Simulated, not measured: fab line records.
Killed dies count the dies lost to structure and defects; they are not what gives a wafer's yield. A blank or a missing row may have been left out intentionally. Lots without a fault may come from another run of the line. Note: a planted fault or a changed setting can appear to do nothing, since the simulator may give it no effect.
A lot that was struck, set against a sound lot ; flow nand_harc ; 15 out of 1302 route steps
Sound: the wafers L301.1, L301.5, L301.6. Wafers struck: L310.2, L310.3, L310.4. At the end, the cause is stated.
For every step that has rows: the tool of each side, followed by ch and its chambers, followed by its first start. Under that, the readings that differ: sound wafers ; struck wafers ; difference of the means ; sigmas: that difference in standard deviations of wafers without a fault.
alike: words and numbers the same on both sides, and readings whose means are apart by under 2 such deviations; not compared: readings that were withheld, readings missing a value for some wafer, numbers with overlapping values and no deviation given by the record, and bounds like >300 which may hide the same value.
Wherever a step has rows on one side only, a row that says differs or no value, or a row with sigmas, the two part there. When numbers do not overlap yet have no deviation, they are printed without sigmas and do not part them. A reading that every wafer of one side lacks parts them only if that side has two wafers or more.

first, 7 steps without rows for these wafers: NHARC_A_CONTACT_COAT_35 (time 65 s); NHARC_A_CONTACT_COAT_36 (resist thk 90 nm); NHARC_A_CONTACT_SOFTBAKE_37 (time 55 s); NHARC_A_CONTACT_EBR_38; NHARC_A_CONTACT_EXPOSE_39 (exposes mask A CC 3); NHARC_A_CONTACT_PEB_40 (peb time 65 s); NHARC_A_CONTACT_DEVELOP_41 (develop time 35 s).
NHARC_A_CONTACT_CD_MEAS_42: target cd 300 nm.
  sound on cd_sem-03 ch 0, day 25 11:07; struck on cd_sem-01 ch 0, day 28 14:44
  alike: cd_nm
NHARC_A_CONTACT_OVL_MEAS_43:
  sound on overlay-02 at day 25 11:11; struck on overlay-01 at day 28 14:50
  alike: overlay_x_nm, overlay_y_nm
NHARC_A_CONTACT_INSPECT_44:
  sound on defect_inspect-01 at day 25 11:14; struck on defect_inspect-01 at day 28 14:53
  alike: raw_defect_count
NHARC_A_CONTACT_DESCUM_47: chemistry O2, time 3 s.
  sound on rie_diel-13 ch 1,2,3, day 25 11:17; struck on rie_diel-08 ch 0,2,3, day 28 14:56
  alike: drypump_motor_current_A, oes_product_au, rf_vpp_V, showerhead_plenum_p_Torr, throttle_valve_pct
  not compared: rf_hours_counter_h
NHARC_A_CONTACT_ETCH_48: etches the open film in CF4, target depth 39 nm, time 65 s.
  sound on rie_diel-13 ch 1,2,3, day 25 11:25; struck on rie_diel-08 ch 0,1,3, day 28 15:02
  alike: cf4_flow_sccm, drypump_motor_current_A, oes_product_au, rf_vpp_V, showerhead_plenum_p_Torr, throttle_valve_pct
  not compared: rf_hours_counter_h
NHARC_A_CONTACT_ETCH_49: etches the open film in N2/H2, target depth 260 nm, time 475.3 s.
  sound on rie_diel-13 ch 1,2,3, day 25 11:30; struck on rie_diel-08 ch 0,2,3, day 28 15:07
reading;sound;struck;difference;sigmas
oes_product_au (a.u.);1.020 0.990 1.013;0.850 0.845 0.847;-0.160;-17
  alike: drypump_motor_current_A, n2_flow_sccm, rf_vpp_V, showerhead_plenum_p_Torr, throttle_valve_pct
  not compared: rf_hours_counter_h
NHARC_A_CONTACT_ETCH_50: etches the open film in CF4/CHF3, target depth 121 nm, time 60.5 s.
  sound on rie_diel-13 ch 1,2; struck on rie_diel-08 ch 0,2,3
reading;sound;struck;difference;sigmas
oes_product_au (a.u.);0.918 0.934 0.910;0.958 0.993 0.957;+0.049;+2
  alike: cf4_flow_sccm, drypump_motor_current_A, rf_vpp_V, showerhead_plenum_p_Torr, throttle_valve_pct
  not compared: rf_hours_counter_h
-- the record jumps here: 3 days lie between the struck wafers' starts before and after (it left off in module A_CONTACT and takes up again in module END, whose first step shown is number 1302 of the route) --
NHARC_END_SORT_01:
  sound on prober-02 ch 0, day 28 10:44; struck on prober-01 ch 0, day 31 22:59
reading;sound;struck;difference;sigmas
hold;- - -;await_dispo/2.5h/release await_dispo/2.5h/release await_dispo/2.5h/release;no value on the sound wafers;
killed_at_array;52 52 45;79 63 147;+47;+3
killed_dies;61 64 51;79 69 149;+40;+2
  alike: killed_at_other, killed_at_periphery, killed_open, killed_short

== WHERE THEY PART ==
Earliest at NHARC_A_CONTACT_ETCH_49; latest, in this record, at NHARC_END_SORT_01.

WHY: what had been put in by the simulator
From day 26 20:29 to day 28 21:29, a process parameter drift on rie_diel-08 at NHARC_A_CONTACT_ETCH_49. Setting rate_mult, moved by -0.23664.
